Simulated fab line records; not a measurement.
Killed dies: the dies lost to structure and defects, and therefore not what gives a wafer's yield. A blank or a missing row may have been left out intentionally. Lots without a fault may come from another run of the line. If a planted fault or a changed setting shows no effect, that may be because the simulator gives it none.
Which tool is to blame? / flow nand harc / 39 wafers from 13 lots sampled at 6 of the route's 1159 steps

== WHAT THE GAUGES SHOWED, per wafer ==
NHARC_P_ZERO_WELL_CD_MEAS_11: target cd 500 nm. Usual: cd nm at 499.4 nm, with a standard deviation of 1.7.
lot=L193; measured=day 2 01:21; on=cd sem-03; cd nm (nm)=497.5 498.4 498.9; flag=
lot=L194; measured=day 2 07:14; on=cd sem-03; cd nm (nm)=500.6 497.2 498.8; flag=
lot=L195; measured=day 2 13:15; on=cd sem-01; cd nm (nm)=500.0 498.7 501.2; flag=
lot=L196; measured=day 2 19:15; on=cd sem-01; cd nm (nm)=498.1 499.5 497.9; flag=
lot=L197; measured=day 3 01:14; on=cd sem-01; cd nm (nm)=498.1 498.0 502.1; flag=
lot=L198; measured=day 3 07:14; on=cd sem-01; cd nm (nm)=500.5 499.5 497.2; flag=
lot=L207; measured=day 5 13:16; on=cd sem-03; cd nm (nm)=496.9 498.3 497.3; flag=
lot=L208; measured=day 5 19:34; on=cd sem-02; cd nm (nm)=501.7 498.9 498.5; flag=
lot=L210; measured=day 6 07:07; on=cd sem-03; cd nm (nm)=500.1 499.3 500.9; flag=
lot=L211; measured=day 6 13:12; on=cd sem-01; cd nm (nm)=498.7 500.0 496.9; flag=
lot=L212; measured=day 6 19:22; on=cd sem-03; cd nm (nm)=497.6 496.9 497.5; flag=
lot=L213; measured=day 7 01:15; on=cd sem-01; cd nm (nm)=498.7 502.0 501.1; flag=
lot=L214; measured=day 7 07:18; on=cd sem-01; cd nm (nm)=501.9 499.9 500.2; flag=

NHARC_P_ZERO_WELL_CD_MEAS_24: target cd 720 nm. Usual: cd nm at 720.3 nm, with a standard deviation of 1.6.
lot=L193; measured=day 2 02:41; on=cd sem-02; cd nm (nm)=721.1 720.6 720.1; flag=
lot=L194; measured=day 2 08:37; on=cd sem-03; cd nm (nm)=720.3 719.6 721.1; flag=
lot=L195; measured=day 2 14:29; on=cd sem-02; cd nm (nm)=722.9 719.6 722.1; flag=
lot=L196; measured=day 2 20:30; on=cd sem-01; cd nm (nm)=719.0 718.8 719.7; flag=
lot=L197; measured=day 3 02:35; on=cd sem-01; cd nm (nm)=721.9 719.8 720.0; flag=
lot=L198; measured=day 3 08:35; on=cd sem-01; cd nm (nm)=- - -; flag=OFF
lot=L207; measured=day 5 14:38; on=cd sem-02; cd nm (nm)=721.5 718.3 720.7; flag=
lot=L208; measured=day 5 20:55; on=cd sem-03; cd nm (nm)=718.1 717.0 719.7; flag=
lot=L210; measured=day 6 08:29; on=cd sem-03; cd nm (nm)=718.9 722.3 722.0; flag=
lot=L211; measured=day 6 14:29; on=cd sem-02; cd nm (nm)=721.5 719.9 720.8; flag=
lot=L212; measured=day 6 20:43; on=cd sem-02; cd nm (nm)=720.9 718.9 720.6; flag=
lot=L213; measured=day 7 02:37; on=cd sem-03; cd nm (nm)=721.4 719.5 721.7; flag=
lot=L214; measured=day 7 08:41; on=cd sem-01; cd nm (nm)=720.0 719.5 720.8; flag=

NHARC_P_GATE_OVL_MEAS_27. Usual: overlay x nm 0.0 nm, standard deviation 0.82; overlay y nm 0.0 nm, standard deviation 0.71.
lot=L193; measured=day 5 07:19; on=overlay-01; overlay x nm (nm)=0.8 0.0 0.5; overlay y nm (nm)=0.3 0.2 0.7; flag=
lot=L194; measured=day 5 07:29; on=overlay-02; overlay x nm (nm)=0.2 0.5 0.3; overlay y nm (nm)=0.2 0.7 0.6; flag=
lot=L195; measured=day 5 07:38; on=overlay-01; overlay x nm (nm)=0.5 0.4 0.9; overlay y nm (nm)=-0.6 -0.6 -0.3; flag=
lot=L196; measured=day 5 22:50; on=overlay-02; overlay x nm (nm)=-0.3 -0.6 0.1; overlay y nm (nm)=-0.2 0.0 0.0; flag=
lot=L197; measured=day 6 05:36; on=overlay-01; overlay x nm (nm)=-0.2 -0.5 -1.1; overlay y nm (nm)=1.3 0.9 1.0; flag=
lot=L207; measured=day 8 12:22; on=overlay-02; overlay x nm (nm)=1.3 1.3 1.6; overlay y nm (nm)=1.1 0.8 0.8; flag=
lot=L208; measured=day 9 06:38; on=overlay-01; overlay x nm (nm)=-0.5 -0.6 -0.3; overlay y nm (nm)=-0.4 -0.8 -0.5; flag=
lot=L210; measured=day 9 13:58; on=overlay-02; overlay x nm (nm)=-0.5 -0.1 0.2; overlay y nm (nm)=-0.1 -0.3 -0.7; flag=
lot=L211; measured=day 9 14:34; on=overlay-01; overlay x nm (nm)=1.2 2.1 1.5; overlay y nm (nm)=0.7 0.4 0.3; flag=
lot=L212; measured=day 10 04:44; on=overlay-01; overlay x nm (nm)=-1.0 -0.7 -0.6; overlay y nm (nm)=0.0 0.5 0.4; flag=
lot=L213; measured=day 10 04:28; on=overlay-02; overlay x nm (nm)=-0.2 -0.2 -0.4; overlay y nm (nm)=0.3 0.2 -0.3; flag=
lot=L214; measured=day 10 11:46; on=overlay-02; overlay x nm (nm)=1.2 1.1 0.6; overlay y nm (nm)=-0.6 -0.6 0.0; flag=

NHARC_END_SORT_01. Usual: killed at array 29, standard deviation 10; killed at other 0.7, standard deviation 1.1; killed at periphery 3.2, standard deviation 2.2; killed dies 33, standard deviation 11; killed open 3.5, standard deviation 1.8; killed short 2.0, standard deviation 1.4.
lot=L198; measured=day 21 02:30; on=prober-02; killed at array=15 26 23; killed at other=0 0 1; killed at periphery=662 651 653; killed dies=677 677 677; killed open=4 2 2; killed short=0 1 0; flag=OFF

== WHAT TOOL EACH LOT RAN ON (gives the tool, then ch and the chambers of the sampled wafers, and finally the start) ==
lot=L193; NHARC_P_ZERO_WELL_EXPOSE_21=krf scanner-04 ch 0, day 2 02:32; NHARC_P_ZERO_WELL_DESCUM_26=rie diel-06 ch 0,1, day 2 02:52
lot=L194; NHARC_P_ZERO_WELL_EXPOSE_21=krf scanner-01 ch 0, day 2 08:28; NHARC_P_ZERO_WELL_DESCUM_26=rie diel-06 ch 0,3, day 2 08:47
lot=L195; NHARC_P_ZERO_WELL_EXPOSE_21=krf scanner-01 ch 0, day 2 14:20; NHARC_P_ZERO_WELL_DESCUM_26=rie diel-05 ch 1,2,3, day 2 14:39
lot=L196; NHARC_P_ZERO_WELL_EXPOSE_21=krf scanner-01 ch 0, day 2 20:20; NHARC_P_ZERO_WELL_DESCUM_26=rie diel-06 ch 0,1, day 2 20:40
lot=L197; NHARC_P_ZERO_WELL_EXPOSE_21=krf scanner-02 ch 0, day 3 02:25; NHARC_P_ZERO_WELL_DESCUM_26=rie diel-06 ch 0,1,3, day 3 02:46
lot=L198; NHARC_P_ZERO_WELL_EXPOSE_21=krf scanner-01 ch 0, day 3 08:26; NHARC_P_ZERO_WELL_DESCUM_26=rie diel-05 ch 0,2, day 3 08:44
lot=L207; NHARC_P_ZERO_WELL_EXPOSE_21=krf scanner-04 ch 0, day 5 14:29; NHARC_P_ZERO_WELL_DESCUM_26=rie diel-06 ch 0,3, day 5 14:47
lot=L208; NHARC_P_ZERO_WELL_EXPOSE_21=krf scanner-02 ch 0, day 5 20:46; NHARC_P_ZERO_WELL_DESCUM_26=rie diel-12 ch 0,1,2, day 5 21:05
lot=L210; NHARC_P_ZERO_WELL_EXPOSE_21=krf scanner-01 ch 0, day 6 08:19; NHARC_P_ZERO_WELL_DESCUM_26=rie diel-05 ch 1,2,3, day 6 08:39
lot=L211; NHARC_P_ZERO_WELL_EXPOSE_21=krf scanner-01 ch 0, day 6 14:20; NHARC_P_ZERO_WELL_DESCUM_26=rie diel-06 ch 0,2,3, day 6 14:41
lot=L212; NHARC_P_ZERO_WELL_EXPOSE_21=krf scanner-02 ch 0, day 6 20:33; NHARC_P_ZERO_WELL_DESCUM_26=rie diel-05 ch 0,1,3, day 6 20:52
lot=L213; NHARC_P_ZERO_WELL_EXPOSE_21=krf scanner-04 ch 0, day 7 02:27; NHARC_P_ZERO_WELL_DESCUM_26=rie diel-05 ch 1,2, day 7 02:46
lot=L214; NHARC_P_ZERO_WELL_EXPOSE_21=krf scanner-01 ch 0, day 7 08:32; NHARC_P_ZERO_WELL_DESCUM_26=rie diel-12 ch 0,1,2, day 7 08:51
- NHARC_P_ZERO_WELL_EXPOSE_21: exposes mask P NWELL, target cd 720 nm.
- NHARC_P_ZERO_WELL_DESCUM_26: chemistry O2, time 3 s.

== AS READ BY THE TOOLS THEMSELVES (means over the sampled wafers that have a number; for cases with no such wafer, the mark the record gives instead) ==
NHARC_P_ZERO_WELL_DESCUM_26. Usual: drypump motor current A 5.5 A, standard deviation 0.54; oes product au 0.996 a.u., standard deviation 0.0099; rf vpp V 57.6 V, standard deviation 0.79; showerhead plenum p Torr 1.86 Torr, standard deviation 0.062; throttle valve pct 11.312 %, standard deviation 0.0093.
lot=L193; tool=rie diel-06; drypump motor current A (A)=6.1; oes product au (a.u.)=1.007; rf vpp V (V)=57.9; showerhead plenum p Torr (Torr)=1.82; throttle valve pct (%)=11.318; flag=
lot=L194; tool=rie diel-06; drypump motor current A (A)=5.1; oes product au (a.u.)=0.998; rf vpp V (V)=57.7; showerhead plenum p Torr (Torr)=1.96; throttle valve pct (%)=11.320; flag=
lot=L195; tool=rie diel-05; drypump motor current A (A)=5.5; oes product au (a.u.)=0.994; rf vpp V (V)=57.0; showerhead plenum p Torr (Torr)=1.87; throttle valve pct (%)=11.324; flag=
lot=L196; tool=rie diel-06; drypump motor current A (A)=6.1; oes product au (a.u.)=0.999; rf vpp V (V)=57.3; showerhead plenum p Torr (Torr)=1.82; throttle valve pct (%)=11.306; flag=
lot=L197; tool=rie diel-06; drypump motor current A (A)=5.6; oes product au (a.u.)=1.002; rf vpp V (V)=57.9; showerhead plenum p Torr (Torr)=1.89; throttle valve pct (%)=11.316; flag=
lot=L198; tool=rie diel-05; drypump motor current A (A)=5.1; oes product au (a.u.)=0.996; rf vpp V (V)=57.9; showerhead plenum p Torr (Torr)=1.90; throttle valve pct (%)=11.310; flag=
lot=L207; tool=rie diel-06; drypump motor current A (A)=5.1; oes product au (a.u.)=1.003; rf vpp V (V)=58.3; showerhead plenum p Torr (Torr)=1.96; throttle valve pct (%)=11.314; flag=
lot=L208; tool=rie diel-12; drypump motor current A (A)=5.7; oes product au (a.u.)=0.992; rf vpp V (V)=58.1; showerhead plenum p Torr (Torr)=1.83; throttle valve pct (%)=11.326; flag=
lot=L210; tool=rie diel-05; drypump motor current A (A)=5.5; oes product au (a.u.)=0.993; rf vpp V (V)=57.3; showerhead plenum p Torr (Torr)=1.87; throttle valve pct (%)=11.318; flag=
lot=L211; tool=rie diel-06; drypump motor current A (A)=5.4; oes product au (a.u.)=0.988; rf vpp V (V)=57.4; showerhead plenum p Torr (Torr)=1.90; throttle valve pct (%)=11.321; flag=
lot=L212; tool=rie diel-05; drypump motor current A (A)=5.4; oes product au (a.u.)=0.991; rf vpp V (V)=57.8; showerhead plenum p Torr (Torr)=1.85; throttle valve pct (%)=11.306; flag=
lot=L213; tool=rie diel-05; drypump motor current A (A)=5.3; oes product au (a.u.)=0.988; rf vpp V (V)=57.5; showerhead plenum p Torr (Torr)=1.91; throttle valve pct (%)=11.308; flag=
lot=L214; tool=rie diel-12; drypump motor current A (A)=5.7; oes product au (a.u.)=0.991; rf vpp V (V)=58.1; showerhead plenum p Torr (Torr)=1.83; throttle valve pct (%)=11.304; flag=

== THE ANSWER, worked out from the rows above alone ==
Rule: a lot counts as off when the mean over its wafers that have a number is more than 3 standard deviations away from the usual mean. A lot without any number at a reading at which 4 lots or more have one is off too. Any other lot the step has rows for is counted as sound. After the gauges, taken in route order, come the tools' own readings; for these a lot's mean is taken, as printed above. At the first step where some lot is off, the reading lying furthest off is the one used; lots without a number count as furthest.
Off: L198, at NHARC_P_ZERO_WELL_CD_MEAS_24 (cd nm). Without a number there: L198.
If a tool, at a process step before that reading, ran all the lots that are off and no sound lot after the first of them, it fits. Not tried: the gauges at NHARC_P_ZERO_WELL_CD_MEAS_24; whatever is off there is also off at NHARC_END_SORT_01, on other tools, and gauge error can't account for it. Not one of the candidates tried fits.

== WHAT THE SIMULATOR PUT IN ==
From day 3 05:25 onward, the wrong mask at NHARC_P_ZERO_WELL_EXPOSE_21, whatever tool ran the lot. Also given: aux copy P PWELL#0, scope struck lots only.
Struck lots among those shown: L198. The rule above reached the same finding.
